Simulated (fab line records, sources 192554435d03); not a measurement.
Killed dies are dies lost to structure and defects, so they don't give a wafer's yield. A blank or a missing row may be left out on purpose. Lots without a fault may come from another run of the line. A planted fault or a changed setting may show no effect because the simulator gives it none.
Chamber matching | flow n5_finfet | N5_DUMMY_GATE_ETCH_29 on rie_diel-04: 3 sister chambers
The step etches underlayer in N2/H2, target depth 13 nm. 3 wafers are shown with their chamber, then 9 later ones without.

WAFERS WITH THEIR CHAMBER
wafer  | chamber | drypump_motor_current_A (A)
L084.2 | 1       | 5.8
L087.2 | 2       | 6.5
L087.4 | 0       | 5.6

WAFERS WITHOUT THEIR CHAMBER
wafer  | drypump_motor_current_A (A)
L087.5 | 5.9
L091.1 | 5.9
L091.4 | 5.9
L091.5 | 6.5
L095.2 | 5.6
L095.4 | 5.6
L097.1 | 5.6
L097.3 | 5.9
L097.5 | 5.9

WHICH CHAMBER EACH WENT THROUGH
wafer  | from the rows above | in truth
L087.5 | 1                   | 1
L091.1 | 1                   | 1
L091.4 | 1                   | 1
L091.5 | 2                   | 2
L095.2 | 0                   | 0
L095.4 | 0                   | 0
L097.1 | 0                   | 0
L097.3 | 1                   | 1
L097.5 | 1                   | 1
Placed correctly: 9 of 9. Can't be placed from these rows: 0. Placed wrongly: 0.
How it was worked out, from the rows above alone: a wafer's distance from a chamber is the root of the sum, over the readings, of the square of ((its reading less the chamber's mean) divided by the reading's scatter). The wafer belongs to the nearest chamber; if the next one is less than 2 further off, it can't be placed. A chamber's mean is the mean of its shown wafers. The scatter: with one shown wafer a chamber, the root of the mean of the squares of how far each hidden wafer lies from its nearest shown one.
